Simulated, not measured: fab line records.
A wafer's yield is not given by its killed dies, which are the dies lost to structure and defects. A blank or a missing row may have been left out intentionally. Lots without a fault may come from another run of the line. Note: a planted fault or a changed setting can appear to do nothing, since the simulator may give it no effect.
Which tool was responsible? :: flow nand_harc :: 12 lots with 36 wafers sampled at 5 steps, on a route of 1302 steps

WHAT THE GAUGES SHOWED, per wafer
NHARC_END_SORT_01.
lot: L607
measured: day 33 05:16
on: prober-01
defect_limited_yield (%): 92.9 94.2 0
killed_at_array: 44 35 31
killed_at_other: 0 1 0
killed_at_periphery: 4 3 646
killed_dies: 48 39 677
killed_open: 3 2 1
killed_short: 3 2 1
sort_bin_2_pct (%): 1.5 2.2 96.6
sort_bin_3_pct (%): 0.3 0.1 0.1
sort_bin_4_pct (%): 5.3 3.4 3.2
sort_n_pass: 629 638 0
sort_rim_yield_pct (%): 91 92 0
sort_yield_pct (%): 92.9 94.2 0

WHAT TOOL EACH LOT RAN ON (gives the tool, then ch and the chambers of the sampled wafers, and finally the start)
lot: L586
NHARC_P_M2_PVD_21: pvd_sputter-01, day 6 17:40 or earlier
NHARC_P_BONDPAD_CMP_32: cmp-03 ch 0,2,3, day 6 17:40
NHARC_P_BONDPAD_ETCH_12: rie_diel-09 ch 0,2,3, day 6 18:52
NHARC_P_BONDPAD_PVD_17: pvd_sputter-01, no start

lot: L588
NHARC_P_M2_PVD_21: pvd_sputter-01, day 7 18:40 or earlier
NHARC_P_BONDPAD_CMP_32: cmp-03 ch 0,2,3, day 7 18:40
NHARC_P_BONDPAD_ETCH_12: rie_diel-08 ch 0,1, day 7 19:50
NHARC_P_BONDPAD_PVD_17: pvd_sputter-03, no start

lot: L587
NHARC_P_M2_PVD_21: pvd_sputter-01, day 7 20:53 or earlier
NHARC_P_BONDPAD_CMP_32: cmp-04 ch 0,1,2, day 7 20:53
NHARC_P_BONDPAD_ETCH_12: rie_diel-08 ch 1,2,3, day 7 21:56
NHARC_P_BONDPAD_PVD_17: pvd_sputter-01, no start

lot: L589
NHARC_P_M2_PVD_21: pvd_sputter-01, day 8 08:16 or earlier
NHARC_P_BONDPAD_CMP_32: cmp-04 ch 0,1,2, day 8 08:16
NHARC_P_BONDPAD_ETCH_12: rie_diel-09 ch 0,2,3, day 8 09:28
NHARC_P_BONDPAD_PVD_17: pvd_sputter-02, no start

lot: L592
NHARC_P_M2_PVD_21: pvd_sputter-01, day 9 16:43 or earlier
NHARC_P_BONDPAD_CMP_32: cmp-04 ch 0,2,3, day 9 16:43
NHARC_P_BONDPAD_ETCH_12: rie_diel-08 ch 1,2,3, day 9 17:56
NHARC_P_BONDPAD_PVD_17: pvd_sputter-02, no start

lot: L593
NHARC_P_M2_PVD_21: pvd_sputter-03, day 9 17:08 or earlier
NHARC_P_BONDPAD_CMP_32: cmp-03 ch 1,2,3, day 9 17:08
NHARC_P_BONDPAD_ETCH_12: rie_diel-06 ch 1,3, day 9 18:18
NHARC_P_BONDPAD_PVD_17: pvd_sputter-03, no start

lot: L594
NHARC_P_M2_PVD_21: pvd_sputter-03, day 10 06:17 or earlier
NHARC_P_BONDPAD_CMP_32: cmp-02 ch 1,2, day 10 06:17
NHARC_P_BONDPAD_ETCH_12: rie_diel-08 ch 1,2, day 10 07:29
NHARC_P_BONDPAD_PVD_17: pvd_sputter-03, no start

lot: L596
NHARC_P_M2_PVD_21: pvd_sputter-02, day 11 01:50 or earlier
NHARC_P_BONDPAD_CMP_32: cmp-03 ch 0,1,2, day 11 01:50
NHARC_P_BONDPAD_ETCH_12: rie_diel-08 ch 0,1, day 11 02:59
NHARC_P_BONDPAD_PVD_17: pvd_sputter-02, no start

lot: L597
NHARC_P_M2_PVD_21: pvd_sputter-03, day 11 13:25 or earlier
NHARC_P_BONDPAD_CMP_32: cmp-04 ch 0,2, day 11 13:25
NHARC_P_BONDPAD_ETCH_12: rie_diel-09 ch 0,1,2, day 11 14:36
NHARC_P_BONDPAD_PVD_17: pvd_sputter-02, no start

lot: L598
NHARC_P_M2_PVD_21: pvd_sputter-02, day 11 23:58 or earlier
NHARC_P_BONDPAD_CMP_32: cmp-04 ch 1,2, day 11 23:58
NHARC_P_BONDPAD_ETCH_12: rie_diel-08 ch 0,1, day 12 01:11
NHARC_P_BONDPAD_PVD_17: pvd_sputter-02, no start

lot: L607
NHARC_P_M2_PVD_21: pvd_sputter-02, day 15 20:45 or earlier
NHARC_P_BONDPAD_CMP_32: cmp-02 ch 2,3, day 15 20:45
NHARC_P_BONDPAD_ETCH_12: rie_diel-08 ch 0,2,3, day 15 21:58
NHARC_P_BONDPAD_PVD_17: pvd_sputter-01, day 33 05:16 or earlier

lot: L608
NHARC_P_M2_PVD_21: pvd_sputter-02, day 15 23:59 or earlier
NHARC_P_BONDPAD_CMP_32: cmp-03 ch 1,2, day 15 23:59
NHARC_P_BONDPAD_ETCH_12: rie_diel-06 ch 0,3, day 16 01:10
NHARC_P_BONDPAD_PVD_17: pvd_sputter-02, no start
- NHARC_P_M2_PVD_21: deposits Cu, target thk 30 nm, time 20.49 s.
- NHARC_P_BONDPAD_CMP_32: polishes SiCN, target thk 200 nm.
- NHARC_P_BONDPAD_ETCH_12: etches the open film in CHF3/O2, target depth 200 nm, time 100 s.
- NHARC_P_BONDPAD_PVD_17: deposits TaN, target thk 5 nm, time 8.06 s.

WHAT THE TOOLS THEMSELVES READ (means of the sampled wafers that have a number; where no wafer has one, the mark that the record gives instead)
NHARC_P_M2_PVD_21.
lot: L586
tool: pvd_sputter-01
throttle_valve_pct (%): 30.3

lot: L588
tool: pvd_sputter-01
throttle_valve_pct (%): 30.1

lot: L587
tool: pvd_sputter-01
throttle_valve_pct (%): 30.7

lot: L589
tool: pvd_sputter-01
throttle_valve_pct (%): 30.6

lot: L592
tool: pvd_sputter-01
throttle_valve_pct (%): 30.4

lot: L593
tool: pvd_sputter-03
throttle_valve_pct (%): 31.1

lot: L594
tool: pvd_sputter-03
throttle_valve_pct (%): 29.7

lot: L596
tool: pvd_sputter-02
throttle_valve_pct (%): 28.5

lot: L597
tool: pvd_sputter-03
throttle_valve_pct (%): 30.4

lot: L598
tool: pvd_sputter-02
throttle_valve_pct (%): 30.6

lot: L607
tool: pvd_sputter-02
throttle_valve_pct (%): 27.8

lot: L608
tool: pvd_sputter-02
throttle_valve_pct (%): 28.9

NHARC_P_BONDPAD_CMP_32.
lot: L586
tool: cmp-03
motor_current_A (A): 13.3

lot: L588
tool: cmp-03
motor_current_A (A): 13.1

lot: L587
tool: cmp-04
motor_current_A (A): 12.0

lot: L589
tool: cmp-04
motor_current_A (A): 11.7

lot: L592
tool: cmp-04
motor_current_A (A): 12.5

lot: L593
tool: cmp-03
motor_current_A (A): 13.2

lot: L594
tool: cmp-02
motor_current_A (A): 12.2

lot: L596
tool: cmp-03
motor_current_A (A): 12.2

lot: L597
tool: cmp-04
motor_current_A (A): 12.2

lot: L598
tool: cmp-04
motor_current_A (A): 11.7

lot: L607
tool: cmp-02
motor_current_A (A): 12.1

lot: L608
tool: cmp-03
motor_current_A (A): 12.3

NHARC_P_BONDPAD_ETCH_12.
lot: L586
tool: rie_diel-09
bias_w (W): 200.0
drypump_motor_current_A (A): 5.3
oes_product_au (a.u.): 0.966
rf_vpp_V (V): 368.5
run_length_s (s): 121.3
showerhead_plenum_p_Torr (Torr): 2.34
throttle_valve_pct (%): 20.576

lot: L588
tool: rie_diel-08
bias_w (W): 199.8
drypump_motor_current_A (A): 5.9
oes_product_au (a.u.): 0.972
rf_vpp_V (V): 370.5
run_length_s (s): 121.6
showerhead_plenum_p_Torr (Torr): 2.37
throttle_valve_pct (%): 20.571

lot: L587
tool: rie_diel-08
bias_w (W): 199.8
drypump_motor_current_A (A): 6.1
oes_product_au (a.u.): 0.974
rf_vpp_V (V): 369.0
run_length_s (s): 121.5
showerhead_plenum_p_Torr (Torr): 2.33
throttle_valve_pct (%): 20.574

lot: L589
tool: rie_diel-09
bias_w (W): 199.5
drypump_motor_current_A (A): 5.3
oes_product_au (a.u.): 0.922
rf_vpp_V (V): 369.6
run_length_s (s): 121.2
showerhead_plenum_p_Torr (Torr): 2.34
throttle_valve_pct (%): 20.579

lot: L592
tool: rie_diel-08
bias_w (W): 200.3
drypump_motor_current_A (A): 6.1
oes_product_au (a.u.): 0.961
rf_vpp_V (V): 368.9
run_length_s (s): 121.7
showerhead_plenum_p_Torr (Torr): 2.33
throttle_valve_pct (%): 20.571

lot: L593
tool: rie_diel-06
bias_w (W): 199.4
drypump_motor_current_A (A): 6.1
oes_product_au (a.u.): 0.930
rf_vpp_V (V): 370.1
run_length_s (s): 121.1
showerhead_plenum_p_Torr (Torr): 2.39
throttle_valve_pct (%): 20.575

lot: L594
tool: rie_diel-08
bias_w (W): 199.5
drypump_motor_current_A (A): 6.0
oes_product_au (a.u.): 0.956
rf_vpp_V (V): 368.4
run_length_s (s): 121.5
showerhead_plenum_p_Torr (Torr): 2.35
throttle_valve_pct (%): 20.576

lot: L596
tool: rie_diel-08
bias_w (W): 199.9
drypump_motor_current_A (A): 5.8
oes_product_au (a.u.): 0.928
rf_vpp_V (V): 371.7
run_length_s (s): 121.4
showerhead_plenum_p_Torr (Torr): 2.43
throttle_valve_pct (%): 20.574

lot: L597
tool: rie_diel-09
bias_w (W): 200.2
drypump_motor_current_A (A): 5.7
oes_product_au (a.u.): 0.917
rf_vpp_V (V): 371.1
run_length_s (s): 121.2
showerhead_plenum_p_Torr (Torr): 2.43
throttle_valve_pct (%): 20.569

lot: L598
tool: rie_diel-08
bias_w (W): 199.7
drypump_motor_current_A (A): 5.9
oes_product_au (a.u.): 0.927
rf_vpp_V (V): 370.2
run_length_s (s): 121.8
showerhead_plenum_p_Torr (Torr): 2.37
throttle_valve_pct (%): 20.579

lot: L607
tool: rie_diel-08
bias_w (W): 200.4
drypump_motor_current_A (A): 5.9
oes_product_au (a.u.): 0.966
rf_vpp_V (V): 370.5
run_length_s (s): 98.6
showerhead_plenum_p_Torr (Torr): 2.39
throttle_valve_pct (%): 20.575

lot: L608
tool: rie_diel-06
bias_w (W): 199.4
drypump_motor_current_A (A): 6.0
oes_product_au (a.u.): 0.925
rf_vpp_V (V): 370.8
run_length_s (s): 121.2
showerhead_plenum_p_Torr (Torr): 2.42
throttle_valve_pct (%): 20.573

NHARC_P_BONDPAD_PVD_17.
lot: L586
tool: pvd_sputter-01
throttle_valve_pct (%): 30.3

lot: L588
tool: pvd_sputter-03
throttle_valve_pct (%): 30.9

lot: L587
tool: pvd_sputter-01
throttle_valve_pct (%): 30.8

lot: L589
tool: pvd_sputter-02
throttle_valve_pct (%): 29.4

lot: L592
tool: pvd_sputter-02
throttle_valve_pct (%): 29.6

lot: L593
tool: pvd_sputter-03
throttle_valve_pct (%): 30.9

lot: L594
tool: pvd_sputter-03
throttle_valve_pct (%): 29.3

lot: L596
tool: pvd_sputter-02
throttle_valve_pct (%): 29.4

lot: L597
tool: pvd_sputter-02
throttle_valve_pct (%): 29.4

lot: L598
tool: pvd_sputter-02
throttle_valve_pct (%): 28.4

lot: L607
tool: pvd_sputter-01
throttle_valve_pct (%): 29.8

lot: L608
tool: pvd_sputter-02
throttle_valve_pct (%): 30.2

THE ANSWER, worked out from the rows above alone
Rule: usual is defined by the lots themselves. Put in order of their means at a reading, lots are off if they are a third of the lots or fewer, leave a main group of 4 or more, and stand apart from it by a gap of 3 or more times the standard deviation of the main group's means; of several such gaps the widest counts. A main group whose means are all the same, to the digits that the tables above print for the reading, isn't used. A lot without any number at a reading at which 4 lots or more have one is off too. Where the step has rows for the other lots, those lots are counted as sound. First the gauges in route order, then the tools' own readings, where a lot's mean is used as printed above. At the first step where some lot is off, the reading lying furthest off is the one used; lots without a number count as furthest.
Off at NHARC_P_BONDPAD_ETCH_12 (run_length_s): L607. For the main group the mean is 121.4 s and the standard deviation 0.22.
If a tool, at that step or one of the process steps before it, ran each lot that is off and ran no sound lot following the first of them, it fits. NHARC_P_M2_PVD_21 gives no start for some lots, so the hours and the order of its lots are those of NHARC_P_BONDPAD_CMP_32. This does not decide it: 2 tools fit, namely cmp-02 at NHARC_P_BONDPAD_CMP_32 and rie_diel-08 at NHARC_P_BONDPAD_ETCH_12.

WHAT THE SIMULATOR HAD PUT IN
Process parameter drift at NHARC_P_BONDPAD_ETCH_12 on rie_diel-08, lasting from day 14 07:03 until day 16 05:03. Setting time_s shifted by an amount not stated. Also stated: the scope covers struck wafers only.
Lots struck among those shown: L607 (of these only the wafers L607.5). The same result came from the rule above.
